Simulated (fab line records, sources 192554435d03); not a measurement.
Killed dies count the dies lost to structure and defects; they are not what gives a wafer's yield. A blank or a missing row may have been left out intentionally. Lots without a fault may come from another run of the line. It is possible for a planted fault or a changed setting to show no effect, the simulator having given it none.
fab line records | flow n5-finfet
record: lots: 7 | wafers: 19 | last-day: 17
route steps=1938 shown BEOL_M15@1807 PASSIVATION@1936
lots that met no fault: from a run of the same line without faults
start-h: start of the lot's first displayed wafer, in hours after the record's first day | wait-h: how many hours have passed since the lot's step before this one | " as in the row above | L1.1+2: several wafers, shown together as one row | - value missing, or start not given | * or withheld: withheld | < > ~ a bound
route shown NAME@n: names a module that has steps shown in the file, with the first one's number in the route | usual: average and standard deviation across the fault-free wafers | same: alike in all rows | chamber/n: place in a boat | sites: per-site readings | _std_site: the standard deviation of these | _edge_site: the outer-site mean with the inner-site mean subtracted | radius-mm: for every site, how far away it sits from the centre of the wafer | mask NAME#n: copy n | behind: the tool/chamber that last shaped the wafer | hold: reason for holding the lot/hours on hold/outcome of the hold | device: transistor that didn't switch, given as n, p or np | end of line: the tests these same wafers got at the end of their route | where a step has no rows: the recipe by itself | killed: at the first sort, the dies lost to defects and structure; wafer yield is something else | map: a wafer's dies, x killed, . not, _ none there
set.NAME: the setting that was run; set.NAME@STEP: the one run at that earlier step | model.NAME: the simulator's own value behind a step, which no gauge read
certain route steps with their lots: each step a table, each wafer a row
services: the hour from which a tool's chamber was out of use, counted from the record's first day as start-h (under 0 if before that day), plus the number of hours and why
== steps ==
step: N5_BEOL_M15_DESCUM_33
recipe: chemistry: O2 | time-s: 7.9 | source-power-w: 50 | bias-power-w: 20 | pressure-mtorr: 20 | rf-frequency-hz: 2.712e+07 | temp-c: 40 | o2-flow-sccm: 225
usual: drypump-motor-current-A: 5.6/0.37 | oes-product-au: 0.82/0.079 | rf-vpp-V: 243.3/1.2 | showerhead-plenum-p-Torr: 2.11/0.064 | throttle-valve-pct: 20.44/0.19
lot.wafer | tool        | chamber | start-h | wait-h | drypump-motor-current-A | oes-product-au | rf-hours-counter-h | rf-vpp-V | showerhead-plenum-p-Torr | throttle-valve-pct
L287.1    | rie-diel-04 | 1       | 292.63  | 0.0    | 5.1                     | 0.75           | 173                | 242.3    | 2.10                     | 20.67
L287.2    | "           | 0       | "       | "      | 5.1                     | 0.92           | 21                 | 243.0    | 2.14                     | 20.29
L287.5    | "           | 1       | "       | "      | 5.1                     | 0.74           | -                  | 243.9    | 2.10                     | 20.66
L289.4    | rie-diel-04 | 1       | 304.03  | 0.0    | 5.1                     | 0.72           | -                  | 242.6    | 2.09                     | 20.67
L289.5    | "           | 0       | "       | "      | 5.1                     | 0.90           | -                  | 243.1    | 2.14                     | 20.31
L290.2    | rie-diel-06 | 1       | 312.08  | 0.0    | 5.6                     | 0.96           | 5                  | 243.5    | 2.13                     | 20.23
L290.5    | "           | 0       | "       | "      | 5.6                     | 0.79           | -                  | 244.0    | 2.11                     | 20.45
L296.2    | rie-diel-06 | 1       | 373.51  | 0.0    | 5.6                     | 0.92           | 23                 | 244.6    | 2.13                     | 20.25
L296.3    | "           | 3       | "       | "      | 5.7                     | 0.97           | 2                  | 245.1    | 2.24                     | 20.42
L296.5    | "           | 0       | "       | "      | 5.6                     | 0.78           | -                  | 243.5    | 2.10                     | 20.48
L300.2    | rie-diel-04 | 0       | 375.85  | 0.0    | 5.1                     | 0.88           | 44                 | 243.8    | 2.13                     | 20.31
L300.5    | "           | 2       | "       | "      | 6.1                     | 0.94           | -                  | 241.8    | 2.06                     | 20.31
L300.6    | "           | 1       | "       | "      | 5.0                     | 0.72           | -                  | 241.8    | 2.09                     | 20.70
L301.1    | rie-diel-04 | 1       | 387.07  | 0.0    | 5.0                     | 0.71           | 197                | 243.0    | 2.09                     | 20.71
L301.2    | "           | 0       | "       | "      | 5.1                     | 0.87           | 49                 | 243.2    | 2.13                     | 20.32
L301.3    | "           | 3       | "       | "      | 6.3                     | 0.74           | 192                | 243.1    | 2.08                     | 20.46
L302.2    | rie-diel-03 | 3       | 398.22  | 0.0    | 5.0                     | 0.82           | 78                 | 247.7    | 2.21                     | 20.29
L302.4    | "           | 3       | "       | "      | 5.0                     | 0.82           | -                  | 245.0    | 2.21                     | 20.31
L302.6    | "           | 0       | "       | "      | 6.3                     | 0.90           | -                  | 245.4    | 2.22                     | 20.27
step: N5_BEOL_M15_ETCH_61
recipe: chemistry: N2/H2 | target: BARC | target-depth-a: 890 | overetch-a: 267 | time-s: 67.9 | ion-energy-ev: 200 | pressure-mtorr: 30 | source-w: 840 | bias-w: 150 | n2-flow-sccm: 200 | h2-flow-sccm: 200
usual: drypump-motor-current-A: 5.6/0.37 | oes-product-au: 0.70/0.063 | rf-vpp-V: 524.4/2.3 | showerhead-plenum-p-Torr: 2.56/0.081 | throttle-valve-pct: 17.91/0.17
lot.wafer | tool        | chamber | start-h | wait-h | drypump-motor-current-A | oes-product-au | rf-hours-counter-h | rf-vpp-V | showerhead-plenum-p-Torr | throttle-valve-pct
L287.1    | rie-diel-04 | 1       | 292.67  | 0.0    | 5.0                     | 0.63           | 173                | 523.5    | 2.54                     | 18.07
L287.2    | "           | 0       | "       | "      | 5.1                     | 0.77           | 21                 | 525.1    | 2.60                     | 17.74
L287.5    | "           | 1       | "       | "      | 5.0                     | 0.63           | -                  | 524.4    | 2.54                     | 18.08
L289.4    | rie-diel-04 | 1       | 304.07  | 0.0    | 5.1                     | 0.62           | -                  | 523.3    | 2.54                     | 18.09
L289.5    | "           | 0       | "       | "      | 5.0                     | 0.77           | -                  | 526.4    | 2.60                     | 17.75
L290.2    | rie-diel-06 | 1       | 312.12  | 0.0    | 5.6                     | 0.81           | 5                  | 524.9    | 2.62                     | 17.85
L290.5    | "           | 0       | "       | "      | 5.6                     | 0.68           | -                  | 524.5    | 2.56                     | 18.07
L296.2    | rie-diel-06 | 1       | 373.54  | 0.0    | 5.6                     | 0.77           | 23                 | 525.6    | 2.61                     | 17.90
L296.3    | "           | 3       | "       | "      | 5.8                     | 0.83           | 2                  | 529.1    | 2.71                     | 17.77
L296.5    | "           | 0       | "       | "      | 5.6                     | 0.66           | -                  | 524.6    | 2.56                     | 18.10
L300.2    | rie-diel-04 | 0       | 375.89  | 0.0    | 5.1                     | 0.74           | 45                 | 525.0    | 2.59                     | 17.78
L300.5    | "           | 2       | "       | "      | 6.1                     | 0.79           | -                  | 522.1    | 2.49                     | 17.66
L300.6    | "           | 1       | "       | "      | 5.0                     | 0.62           | -                  | 524.0    | 2.53                     | 18.11
L301.1    | rie-diel-04 | 1       | 387.11  | 0.0    | 5.1                     | 0.62           | 197                | 523.7    | 2.53                     | 18.11
L301.2    | "           | 0       | "       | "      | 5.1                     | 0.73           | 49                 | 525.3    | 2.59                     | 17.79
L301.3    | "           | 3       | "       | "      | 6.3                     | 0.64           | 192                | 524.2    | 2.52                     | 17.91
L302.2    | rie-diel-03 | 3       | 398.25  | 0.0    | 5.0                     | 0.70           | 78                 | 528.0    | 2.68                     | 17.73
L302.4    | "           | 3       | "       | "      | 5.0                     | 0.71           | -                  | 527.0    | 2.68                     | 17.73
L302.6    | "           | 0       | "       | "      | 6.3                     | 0.76           | -                  | 529.2    | 2.70                     | 17.64
step: N5_BEOL_M15_TRENCH_ETCH_34
recipe: chemistry: C4F8/O2/Ar | target: SiO2 | target-depth-a: 8729.3 | he-inner-torr: 15 | he-outer-torr: 30 | time-s: 199 | ion-energy-ev: 800 | pressure-mtorr: 20 | source-w: 1905 | bias-w: 2040 | Ar_flow_sccm: 400 | C4F8_flow_sccm: 16 | O2_flow_sccm: 12
step: N5_BEOL_M15_STRIP_36
recipe: chemistry: O2 | power-w: 600 | temp-c: 60 | pressure-mtorr: 30 | rf-frequency-hz: 6e+07 | bias-power-w: 0 | overash-fraction: 0.3 | o2-flow-sccm: 225
usual: drypump-motor-current-A: 5.7/0.44 | oes-product-au: 0.81/0.08 | rf-vpp-V: 3.7/0.84 | showerhead-plenum-p-Torr: 2.12/0.064 | throttle-valve-pct: 16.63/0.18
lot.wafer | tool        | chamber | start-h | wait-h | drypump-motor-current-A | oes-product-au | rf-hours-counter-h | rf-vpp-V | showerhead-plenum-p-Torr | throttle-valve-pct
L287.1    | rie-diel-04 | 2       | 296.05  | 3.1    | 6.1                     | 0.70           | 249                | 5.3      | 2.07                     | 16.91
L287.2    | "           | 0       | "       | "      | 5.0                     | 0.92           | 21                 | 2.5      | 2.14                     | 16.49
L287.5    | "           | 3       | "       | "      | 6.3                     | 0.76           | -                  | 5.2      | 2.10                     | 16.64
L289.4    | rie-diel-03 | 3       | 305.33  | 1.0    | 5.0                     | 0.85           | -                  | 5.3      | 2.22                     | 16.47
L289.5    | "           | 1       | "       | "      | 5.8                     | 0.78           | -                  | 4.0      | 2.12                     | 16.45
L290.2    | rie-diel-03 | 2       | 313.91  | 1.6    | 5.7                     | 0.82           | 75                 | 3.4      | 2.04                     | 16.50
L290.5    | "           | 3       | "       | "      | 5.0                     | 0.87           | -                  | 3.2      | 2.22                     | 16.47
L296.2    | rie-diel-03 | 1       | 376.16  | 2.4    | 5.8                     | 0.76           | 134                | 3.1      | 2.11                     | 16.50
L296.3    | "           | 0       | "       | "      | 6.3                     | 0.92           | 17                 | 3.0      | 2.23                     | 16.45
L296.5    | "           | 1       | "       | "      | 5.8                     | 0.76           | -                  | 3.4      | 2.11                     | 16.48
L300.2    | rie-diel-06 | 0       | 379.32  | 3.1    | 5.6                     | 0.77           | 117                | 3.9      | 2.10                     | 16.75
L300.5    | "           | 0       | "       | "      | 5.6                     | 0.78           | -                  | 4.9      | 2.10                     | 16.67
L300.6    | "           | 1       | "       | "      | 5.6                     | 0.91           | -                  | 2.3      | 2.13                     | 16.49
L301.1    | rie-diel-03 | 3       | 390.20  | 2.9    | 5.0                     | 0.83           | 75                 | 3.9      | 2.21                     | 16.51
L301.2    | "           | 1       | "       | "      | 5.8                     | 0.75           | 138                | 5.1      | 2.11                     | 16.49
L301.3    | "           | 0       | "       | "      | 6.3                     | 0.90           | 22                 | 3.3      | 2.23                     | 16.51
L302.2    | rie-diel-04 | 0       | 399.98  | 1.5    | 5.1                     | 0.85           | 54                 | 3.6      | 2.13                     | 16.54
L302.4    | "           | 2       | "       | "      | 6.1                     | 0.92           | 23                 | 3.1      | 2.07                     | 16.49
L302.6    | "           | 1       | "       | "      | 5.1                     | 0.71           | -                  | 3.5      | 2.09                     | 16.95
step: N5_BEOL_M15_STRIP_62
recipe: chemistry: O2 | power-w: 600 | temp-c: 60 | pressure-mtorr: 30 | rf-frequency-hz: 6e+07 | bias-power-w: 0 | overash-fraction: 0.3 | o2-flow-sccm: 225
step: N5_BEOL_M15_STRIP_37
recipe: chemistry: O2 | power-w: 600 | temp-c: 60 | pressure-mtorr: 30 | rf-frequency-hz: 6e+07 | bias-power-w: 0 | overash-fraction: 0.3 | o2-flow-sccm: 225
usual: drypump-motor-current-A: 5.7/0.44 | oes-product-au: 0.81/0.08 | rf-vpp-V: 3.7/0.63 | showerhead-plenum-p-Torr: 2.12/0.064 | throttle-valve-pct: 16.63/0.18
lot.wafer | tool        | chamber | start-h | wait-h | drypump-motor-current-A | oes-product-au | rf-hours-counter-h | rf-vpp-V | showerhead-plenum-p-Torr | throttle-valve-pct
L287.1    | rie-diel-04 | 2       | -       | -      | 6.1                     | 0.69           | 249                | 3.5      | 2.07                     | 16.91
L287.2    | "           | 0       | "       | "      | 5.1                     | 0.92           | 21                 | 3.7      | 2.14                     | 16.46
L287.5    | "           | 3       | "       | "      | 6.3                     | 0.76           | -                  | 3.2      | 2.10                     | 16.65
L289.4    | rie-diel-03 | 3       | -       | -      | 5.0                     | 0.86           | -                  | 3.5      | 2.22                     | 16.48
L289.5    | "           | 1       | "       | "      | 5.8                     | 0.78           | -                  | 3.2      | 2.12                     | 16.46
L290.2    | rie-diel-03 | 2       | -       | -      | 5.7                     | 0.81           | 75                 | 3.2      | 2.04                     | 16.49
L290.5    | "           | 3       | "       | "      | 5.0                     | 0.85           | -                  | 4.6      | 2.22                     | 16.49
L296.2    | rie-diel-03 | 1       | -       | -      | 5.8                     | 0.77           | 134                | 4.4      | 2.11                     | 16.50
L296.3    | "           | 0       | "       | "      | 6.2                     | 0.92           | 17                 | 4.4      | 2.23                     | 16.50
L296.5    | "           | 1       | "       | "      | 5.7                     | 0.76           | -                  | 3.4      | 2.11                     | 16.53
L300.2    | rie-diel-06 | 0       | -       | -      | 5.6                     | 0.78           | 117                | 3.5      | 2.10                     | 16.69
L300.5    | "           | 0       | "       | "      | 5.6                     | 0.77           | -                  | 4.5      | 2.10                     | 16.70
L300.6    | "           | 1       | "       | "      | 5.6                     | 0.90           | -                  | 3.0      | 2.13                     | 16.48
L301.1    | rie-diel-03 | 3       | -       | -      | 5.0                     | 0.83           | 75                 | 4.5      | 2.21                     | 16.53
L301.2    | "           | 1       | "       | "      | 5.8                     | 0.75           | 138                | 2.9      | 2.11                     | 16.53
L301.3    | "           | 0       | "       | "      | 6.2                     | 0.91           | 22                 | 3.4      | 2.23                     | 16.50
L302.2    | rie-diel-04 | 0       | -       | -      | 5.0                     | 0.85           | 54                 | 4.3      | 2.13                     | 16.56
L302.4    | "           | 2       | "       | "      | 6.1                     | 0.91           | 23                 | 3.6      | 2.07                     | 16.51
L302.6    | "           | 1       | "       | "      | 5.0                     | 0.71           | -                  | 3.7      | 2.09                     | 17.01
step: N5_BEOL_M15_ETCH_38
recipe: chemistry: CF4/N2 | target: SiCN | target-depth-a: 1064 | taper-deg: 2 | time-s: 120.5 | ion-energy-ev: 150 | mask-material: SiO2 | pressure-mtorr: 40 | source-w: 430 | bias-w: 70 | Ar_flow_sccm: 100 | cf4-flow-sccm: 60 | n2-flow-sccm: 60
step: N5_BEOL_M15_PRECLEAN_39
recipe: chemistry: residue-remover | time-s: 60 | temp-c: 40
step: N5_BEOL_M15_SRD_40
recipe: time-s: 30 | temp-c: 23 | rinse-liquid: diw | dry: n2-spin | spin-rpm: 1500 | dry-time-s: 30
step: N5_BEOL_M15_DEGAS_41
recipe: ambient: vacuum | temp-c: 300 | time-s: 60
step: N5_BEOL_M15_PRE_CLEAN_42
recipe: gas: H2/He | time-s: 30 | temp-c: 300
usual: heater-power-w: 455/46
lot.wafer | tool           | chamber | start-h | wait-h | heater-power-w
L287.1    | pvd-sputter-02 | -       | 296.85  | 0.0    | 472
L287.2    | "              | -       | "       | "      | 417
L287.5    | "              | -       | "       | "      | 465
L289.4    | pvd-sputter-02 | -       | 306.03  | 0.0    | 467
L289.5    | "              | -       | "       | "      | 408
L290.2    | pvd-sputter-02 | -       | 314.98  | 0.0    | 454
L290.5    | "              | -       | "       | "      | 474
L296.2    | pvd-sputter-03 | -       | 376.82  | 0.0    | 527
L296.3    | "              | -       | "       | "      | 496
L296.5    | "              | -       | "       | "      | 464
L300.2    | pvd-sputter-02 | -       | 380.08  | 0.0    | 418
L300.5    | "              | -       | "       | "      | 424
L300.6    | "              | -       | "       | "      | 478
L301.1    | pvd-sputter-01 | -       | 390.84  | 0.0    | 435
L301.2    | "              | -       | "       | "      | 481
L301.3    | "              | -       | "       | "      | 403
L302.2    | pvd-sputter-02 | -       | 400.58  | 0.0    | 467
L302.4    | "              | -       | "       | "      | 428
L302.6    | "              | -       | "       | "      | 456
step: N5_BEOL_M15_SPUTTER_43
recipe: material: TaN | target-thk-a: 150 | temp-c: 50 | bias-v: 168.6 | power-w: 15000 | chamber-pressure-pa: 0.12 | time-s: 24.19
usual: bias-v: 168.7/1.6 | throttle-valve-pct: 30.3/0.89
lot.wafer | tool           | chamber | start-h | wait-h | bias-v | throttle-valve-pct | model.TaN_of_BEOL_M15_SPUTTER_43.thk-nm
L287.1    | pvd-sputter-02 | -       | 296.89  | 0.0    | 169.2  | 30.2               | 15.2
L287.2    | "              | -       | "       | "      | 168.3  | 29.5               | 17.4
L287.5    | "              | -       | "       | "      | 166.8  | 30.1               | 17.4
L289.4    | pvd-sputter-02 | -       | 306.07  | 0.0    | 168.1  | 30.1               | 15.4
L289.5    | "              | -       | "       | "      | 172.0  | 29.6               | 17.6
L290.2    | pvd-sputter-02 | -       | 315.02  | 0.0    | 168.1  | 30.1               | 17.2
L290.5    | "              | -       | "       | "      | 171.5  | 30.2               | 17.2
L296.2    | pvd-sputter-03 | -       | 376.86  | 0.0    | 170.3  | 31.4               | 15.2
L296.3    | "              | -       | "       | "      | 167.5  | 31.7               | 14.8
L296.5    | "              | -       | "       | "      | 169.1  | 28.9               | 15
L300.2    | pvd-sputter-02 | -       | 380.12  | 0.0    | 169.0  | 30.8               | 15
L300.5    | "              | -       | "       | "      | 168.2  | 29.7               | 15
L300.6    | "              | -       | "       | "      | 167.0  | 30.0               | 15
L301.1    | pvd-sputter-01 | -       | 390.88  | 0.0    | 166.5  | 29.7               | 15.4
L301.2    | "              | -       | "       | "      | 168.0  | 30.7               | 15.4
L301.3    | "              | -       | "       | "      | 168.4  | 28.5               | 15.4
L302.2    | pvd-sputter-02 | -       | 400.62  | 0.0    | 168.7  | 29.9               | 14.8
L302.4    | "              | -       | "       | "      | 169.5  | 30.8               | 14.8
L302.6    | "              | -       | "       | "      | 169.0  | 29.7               | 14.8
step: N5_BEOL_M15_SPUTTER_44
recipe: material: Ta | target-thk-a: 150 | temp-c: 50 | bias-v: 80 | power-w: 15000 | chamber-pressure-pa: 0.07 | time-s: 24.19
step: N5_BEOL_M15_SPUTTER_45
recipe: material: Cu | target-thk-a: 1000 | temp-c: -20 | bias-v: 60 | power-w: 26000 | chamber-pressure-pa: 0.13 | time-s: 16.67
step: N5_BEOL_M15_ECD_47
recipe: material: Cu | target-thk-a: 18600
step: N5_BEOL_M15_ANNEAL_48
recipe: temp-c: 225 | time-s: 90 | ambient: N2
step: N5_BEOL_M15_CMP_49
recipe: stop-on: SiO2 | t-overpolish-s: 4.9 | down-force-psi: 2 | platen-rpm: 80 | clearing-platen-down-force-psi: 2 | clearing-platen-rpm: 80 | post-cmp-clean: cu-alkaline | target-thk-nm: 850 | clearing-platen-pad-velocity-m-s: 1.5917 | pad-velocity-m-s: 1.5917
usual: barrier-field-endpoint-s: 11.42/0.23 | motor-current-A: 7.7/0.9
lot.wafer | tool   | chamber | start-h | wait-h | barrier-field-endpoint-s | motor-current-A
L287.2    | cmp-04 | 0       | 297.88  | 0.2    | 12.35                    | 7.1
L287.1    | "      | 2       | "       | "      | 11.67                    | 10.1
L287.5    | "      | 0       | "       | "      | 12.47                    | 6.9
L289.4    | cmp-02 | 3       | 306.92  | 0.2    | 11.22                    | 7.1
L289.5    | "      | 3       | "       | "      | 12.16                    | 7.2
L290.2    | cmp-02 | 3       | 315.95  | 0.3    | 12.24                    | 7.2
L290.5    | "      | 1       | "       | "      | 12.29                    | 7.1
L296.2    | cmp-01 | 2       | 378.02  | 0.3    | 11.63                    | 7.7
L296.3    | "      | 3       | "       | "      | 11.25                    | 8.6
L296.5    | "      | 0       | "       | "      | 11.69                    | 7.2
L300.2    | cmp-02 | 2       | 381.05  | 0.2    | 11.34                    | 8.6
L300.6    | "      | 2       | "       | "      | 11.33                    | 8.2
L300.5    | "      | 3       | "       | "      | 11.53                    | 6.9
L301.2    | cmp-01 | 0       | 391.89  | 0.2    | 11.33                    | 7.6
L301.3    | "      | 1       | "       | "      | 11.29                    | 8.4
L301.1    | "      | 2       | "       | "      | 11.60                    | 7.8
L302.2    | cmp-02 | 1       | 401.49  | 0.2    | 11.46                    | 6.8
L302.4    | "      | 3       | "       | "      | 11.32                    | 7.0
L302.6    | "      | 0       | "       | "      | 11.41                    | 7.8
step: N5_BEOL_M15_THK_MEAS_50
recipe: thk-meas-gauge: xrf | reads: Cu_of_BEOL_M15_ECD_47
usual: M15_THK: 845/14
lot.wafer | tool          | chamber | start-h | wait-h | M15_THK[nm]
L287.1    | film-metro-01 | -       | 298.14  | -      | 858
L287.2    | "             | -       | "       | "      | 871
L287.5    | "             | -       | "       | "      | 845
L289.4    | film-metro-02 | -       | 307.18  | -      | 838
L289.5    | "             | -       | "       | "      | 860
L290.2    | film-metro-01 | -       | 316.13  | -      | 850
L290.5    | "             | -       | "       | "      | 859
L296.2    | film-metro-02 | -       | 378.24  | -      | 850
L296.3    | "             | -       | "       | "      | 861
L296.5    | "             | -       | "       | "      | 854
L300.2    | film-metro-02 | -       | 381.35  | -      | 853
L300.5    | "             | -       | "       | "      | 851
L300.6    | "             | -       | "       | "      | 848
L301.1    | film-metro-01 | -       | 392.19  | -      | 858
L301.2    | "             | -       | "       | "      | 863
L301.3    | "             | -       | "       | "      | 844
L302.2    | film-metro-01 | -       | 401.74  | -      | 838
L302.4    | "             | -       | "       | "      | 836
L302.6    | "             | -       | "       | "      | 854
step: N5_PASSIVATION_PROBE_49
usual: defect-limited-yield: 91.6/1.4 | killed_at_M0_to_M3: 30/8.7 | killed_at_M4_up: 14/5.4 | killed-at-contacts: 11/6.4 | killed-at-front-end: 40/12 | killed-at-other: 3/3.1 | killed-dies: 99/17 | killed-open: 64/12 | killed-short: 33/8.1 | sort_bin_5_function: 4.9/0.88 | sort_bin_6_memory: 3.1/0.69 | sort-n-pass: 1081/17 | sort-yield-pct: 91.6/1.4
same: gross-dies: 1180 | killed-at-back-side: 0 | sort_bin_4_leakage[%]: 0 | sort_bin_8_speed[%]: 0
lot.wafer | tool      | chamber | start-h | wait-h | defect-limited-yield[%] | killed_at_M0_to_M3 | killed_at_M4_up | killed-at-contacts | killed-at-front-end | killed-at-other | killed-dies | killed-open | killed-short | sort_bin_5_function[%] | sort_bin_6_memory[%] | sort-n-pass | sort-yield-pct[%]
L287.1    | prober-02 | -       | 312.48  | 0.0    | 91.9                    | 37                 | 16              | 15                 | 26                  | 2               | 96          | 58          | 38           | 4.7                    | 2.9                  | 1084        | 91.9
L287.2    | prober-02 | -       | 312.53  | 0.1    | 91.7                    | 35                 | 10              | 5                  | 44                  | 4               | 98          | 65          | 31           | 4.4                    | 3.4                  | 1082        | 91.7
L287.5    | prober-02 | -       | 312.68  | 0.2    | 93.3                    | 24                 | 21              | 4                  | 26                  | 4               | 79          | 54          | 25           | 4.2                    | 2.3                  | 1101        | 93.3
L300.2    | prober-01 | -       | 394.76  | 0.1    | 91.6                    | 16                 | 16              | 15                 | 48                  | 4               | 99          | 60          | 38           | 4.5                    | 3.3                  | 1081        | 91.6
L300.5    | prober-01 | -       | 394.91  | 0.2    | 90.7                    | 20                 | 19              | 9                  | 57                  | 5               | 110         | 59          | 51           | 5.8                    | 2.7                  | 1070        | 90.7
L300.6    | prober-01 | -       | 394.96  | 0.3    | 88.4                    | 45                 | 22              | 9                  | 57                  | 4               | 137         | 93          | 41           | 6.4                    | 4.9                  | 1043        | 88.4
L296.2    | prober-01 | -       | 395.15  | 0.1    | 92.1                    | 23                 | 15              | 18                 | 36                  | 1               | 93          | 57          | 35           | 4.6                    | 3.0                  | 1087        | 92.1
L296.3    | prober-01 | -       | 395.20  | 0.1    | 91.5                    | 33                 | 12              | 7                  | 47                  | 1               | 100         | 69          | 27           | 4.8                    | 3.2                  | 1080        | 91.5
L296.5    | prober-01 | -       | 395.30  | 0.2    | 90.7                    | 40                 | 15              | 12                 | 38                  | 5               | 110         | 68          | 40           | 5.4                    | 3.5                  | 1070        | 90.7
L301.1    | prober-01 | -       | 406.33  | 0.0    | 92.3                    | 30                 | 22              | 7                  | 28                  | 4               | 91          | 63          | 25           | 5.0                    | 2.7                  | 1089        | 92.3
L301.2    | prober-01 | -       | 406.38  | 0.1    | 92.1                    | 27                 | 10              | 11                 | 41                  | 4               | 93          | 60          | 26           | 4.7                    | 2.6                  | 1087        | 92.1
L301.3    | prober-01 | -       | 406.43  | 0.1    | 92.3                    | 30                 | 15              | 10                 | 28                  | 8               | 91          | 53          | 35           | 4.4                    | 2.7                  | 1089        | 92.3
killed by level:class
L287.1 MOL_CONTACT_COAG:geometric-particle:open=13 BEOL_M0_SAQP:geometric-particle:short=12 BEOL_M4:geometric-particle:open=10 BEOL_M0_SAQP:geometric-particle:open=9 GATE_CUT:geometric-particle:short=7 STI_FIN_REVEAL:geometric-particle:open=5 BEOL_M1:geometric-particle:open=5 BEOL_M3:geometric-particle:open=4
L287.2 BEOL_M3:geometric-particle:open=11 FIN_SAQP:geometric-particle:open=8 GATE_CUT:geometric-particle:short=8 STI_FIN_REVEAL:geometric-particle:open=7 BEOL_M2:geometric-particle:open=7 MOL_CONTACT_COAG:geometric-particle:open=4 BEOL_M0_SAQP:geometric-particle:open=4 BEOL_M4:geometric-particle:open=4
L287.5 BEOL_M4:geometric-particle:open=16 FIN_SAQP:geometric-particle:open=6 BEOL_M3:geometric-particle:open=6 STI_FIN_REVEAL:geometric-particle:open=5 GATE_CUT:geometric-particle:short=5 BEOL_M2:geometric-particle:open=5 BEOL_M1:geometric-particle:open=4 MOL_CONTACT_COAG:geometric-particle:open=3
L300.2 FIN_SAQP:geometric-particle:short=17 MOL_CONTACT_COAG:geometric-particle:open=12 BEOL_M4:geometric-particle:open=10 FIN_SAQP:geometric-particle:open=7 GATE_CUT:geometric-particle:open=6 BEOL_M0_SAQP:geometric-particle:short=6 DUMMY_GATE:geometric-particle:open=5 ILD0:geometric-particle:short=4
L300.5 FIN_SAQP:geometric-particle:short=14 BEOL_M0_SAQP:geometric-particle:short=10 BEOL_M4:geometric-particle:open=10 GATE_CUT:geometric-particle:short=8 FIN_SAQP:geometric-particle:open=6 GATE_CUT:geometric-particle:open=6 MOL_CONTACT_COAG:geometric-particle:open=6 DUMMY_GATE:geometric-particle:open=5
L300.6 BEOL_M0_SAQP:geometric-particle:open=20 FIN_SAQP:geometric-particle:open=15 BEOL_M0_SAQP:geometric-particle:short=15 BEOL_M4:geometric-particle:open=11 STI_FIN_REVEAL:geometric-particle:open=9 MOL_CONTACT_COAG:geometric-particle:open=8 BEOL_M3:geometric-particle:open=8 FIN_SAQP:geometric-particle:short=7
L296.2 MOL_CONTACT_COAG:geometric-particle:open=12 BEOL_M0_SAQP:geometric-particle:short=8 STI_FIN_REVEAL:geometric-particle:open=7 BEOL_M0_SAQP:geometric-particle:open=7 FIN_SAQP:geometric-particle:short=6 MOL_CONTACT_COAG:geometric-particle:short=6 FIN_SAQP:geometric-particle:open=5 GATE_CUT:geometric-particle:short=5
L296.3 STI_FIN_REVEAL:geometric-particle:open=18 BEOL_M3:geometric-particle:open=10 GATE_CUT:geometric-particle:short=9 BEOL_M0_SAQP:geometric-particle:open=9 MOL_CONTACT_COAG:geometric-particle:open=7 BEOL_M0_SAQP:geometric-particle:short=7 STI_FIN_REVEAL:geometric-particle:short=6 BEOL_M4:geometric-particle:open=5
L296.5 BEOL_M0_SAQP:geometric-particle:short=13 MOL_CONTACT_COAG:geometric-particle:open=10 BEOL_M0_SAQP:geometric-particle:open=10 FIN_SAQP:geometric-particle:open=9 BEOL_M1:geometric-particle:open=6 STI_FIN_REVEAL:geometric-particle:open=6 FIN_SAQP:geometric-particle:short=5 STARTING-WAFER:geometric-particle:short=4
L301.1 BEOL_M4:geometric-particle:open=10 BEOL_M0_SAQP:geometric-particle:open=9 FIN_SAQP:geometric-particle:open=7 FIN_SAQP:geometric-particle:short=7 BEOL_M0_SAQP:geometric-particle:short=7 BEOL_M6:geometric-particle:open=6 GATE_CUT:geometric-particle:short=5 MOL_CONTACT_COAG:geometric-particle:open=5
L301.2 FIN_SAQP:geometric-particle:open=11 MOL_CONTACT_COAG:geometric-particle:open=10 FIN_SAQP:geometric-particle:short=9 BEOL_M0_SAQP:geometric-particle:open=7 BEOL_M2:geometric-particle:open=6 BEOL_M3:geometric-particle:open=5 BEOL_M4:geometric-particle:open=5 BEOL_M1:geometric-particle:open=4
L301.3 MOL_CONTACT_COAG:geometric-particle:open=8 STI_FIN_REVEAL:geometric-particle:open=7 BEOL_M0_SAQP:geometric-particle:short=7 BEOL_M3:geometric-particle:open=7 BEOL_M0_SAQP:geometric-particle:open=5 FIN_SAQP:geometric-particle:short=4 GATE_CUT:geometric-particle:short=4 BEOL_M1:geometric-particle:open=4
== services ==
tool           | chamber | start-h | hours | kind
cmp-01         | -       | 270.31  | 5.3   | pm
cmp-04         | -       | 270.59  | 0.8   | repair
cmp-04         | -       | 271.41  | 0.5   | repair
cmp-01         | -       | 281.91  | 4.0   | pm
rie-diel-04    | -       | 287.54  | 4.3   | pm
cmp-01         | -       | 289.13  | 0.9   | repair
rie-diel-03    | 0       | 296.43  | -     | clean
rie-diel-03    | 0       | 296.43  | -     | consumable-replace:focus-ring
rie-diel-04    | 2       | 299.26  | -     | clean
rie-diel-04    | 2       | 299.26  | -     | consumable-replace:focus-ring
rie-diel-04    | 2       | 299.26  | 15.7  | scheduled-down
rie-diel-04    | 2       | 299.26  | 15.7  | vent-cycle
cmp-04         | -       | 307.46  | 1.9   | repair
cmp-01         | -       | 325.43  | 0.5   | repair
pvd-sputter-03 | -       | 336.40  | 31.4  | repair
rie-diel-03    | 0       | 343.11  | 3.0   | repair
pvd-sputter-01 | -       | 351.91  | 3.6   | repair
cmp-04         | -       | 375.11  | 2.3   | repair
cmp-02         | -       | 376.68  | 0.4   | repair
cmp-01         | -       | 382.58  | 5.6   | repair
cmp-02         | -       | 383.99  | 5.0   | pm
rie-diel-03    | 2       | 388.66  | 9.7   | repair
rie-diel-06    | 2       | 391.01  | 4.4   | repair
cmp-01         | -       | 396.47  | 2.5   | repair
== key ==
first-sign: step: N5_BEOL_M15_CMP_49 | reading: barrier-field-endpoint-s | direction: up | sigmas: 3.9 | usual: 11.42 | struck: 12.30
effect none on later readings
model-effect: step: N5_BEOL_M15_SPUTTER_43 | value: TaN_of_BEOL_M15_SPUTTER_43.thk-nm | without: 15.16 | struck: 17.36
met-at N5_BEOL_M15_SPUTTER_43
struck-wafers L287.2,L287.5,L289.5,L290.2,L290.5
fault: kind: process-parameter-drift | tool: pvd-sputter-02 | chamber: - | onset-h: 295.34 | steps: N5_BEOL_M15_SPUTTER_43 | channel: time-s | offset: * | shape: step | end-h: 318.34 | scope: struck-wafers-only | acts-in: * | stated: *
